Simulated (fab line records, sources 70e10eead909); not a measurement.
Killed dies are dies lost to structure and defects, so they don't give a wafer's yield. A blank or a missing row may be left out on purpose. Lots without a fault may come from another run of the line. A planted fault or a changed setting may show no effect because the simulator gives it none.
Chamber matching | flow nand_harc | NHARC_A_CONTACT_ETCH_88 on rie_diel-01: 4 sister chambers
The step etches the open film in CF4, target depth 39 nm, time 65 s. 8 wafers are shown with their chamber, then 9 later ones without.

WAFERS WITH THEIR CHAMBER
wafer  | chamber | showerhead_plenum_p_Torr (Torr) | drypump_motor_current_A (A)
L710.1 | 1       | 1.84                            | 5.90
L710.2 | 0       | 1.79                            | 6.19
L715.1 | 3       | 1.64                            | 5.69
L715.2 | 2       | 1.84                            | 5.70
L715.3 | 1       | 1.83                            | 5.91
L714.1 | 3       | 1.64                            | 5.68
L714.3 | 2       | 1.84                            | 5.70
L714.4 | 0       | 1.79                            | 6.17

WAFERS WITHOUT THEIR CHAMBER
wafer  | showerhead_plenum_p_Torr (Torr) | drypump_motor_current_A (A)
L719.1 | 1.91                            | 5.68
L719.2 | 1.84                            | 5.70
L719.3 | 1.79                            | 6.17
L717.2 | 1.79                            | 6.16
L717.4 | 1.84                            | 5.70
L717.6 | 1.83                            | 5.88
L721.1 | 1.84                            | 5.68
L721.4 | 1.83                            | 5.88
L721.5 | 1.91                            | 5.67

WHICH CHAMBER EACH WENT THROUGH
wafer  | from the rows above | in truth
L719.1 | 2                   | 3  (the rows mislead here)
L719.2 | 2                   | 2
L719.3 | 0                   | 0
L717.2 | 0                   | 0
L717.4 | 2                   | 2
L717.6 | 1                   | 1
L721.1 | 2                   | 2
L721.4 | 1                   | 1
L721.5 | 2                   | 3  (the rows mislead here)
Placed correctly: 7 of 9. Can't be placed from these rows: 0. Placed wrongly: 2.
How it was worked out, from the rows above alone: a wafer's distance from a chamber is the root of the sum, over the readings, of the square of ((its reading less the chamber's mean) divided by the reading's scatter). The wafer belongs to the nearest chamber; if the next one is less than 2 further off, it can't be placed. A chamber's mean is the mean of its shown wafers. The scatter: the root of (the sum of the squares of (reading less its chamber's mean) over the shown wafers, divided by (wafers less chambers)).
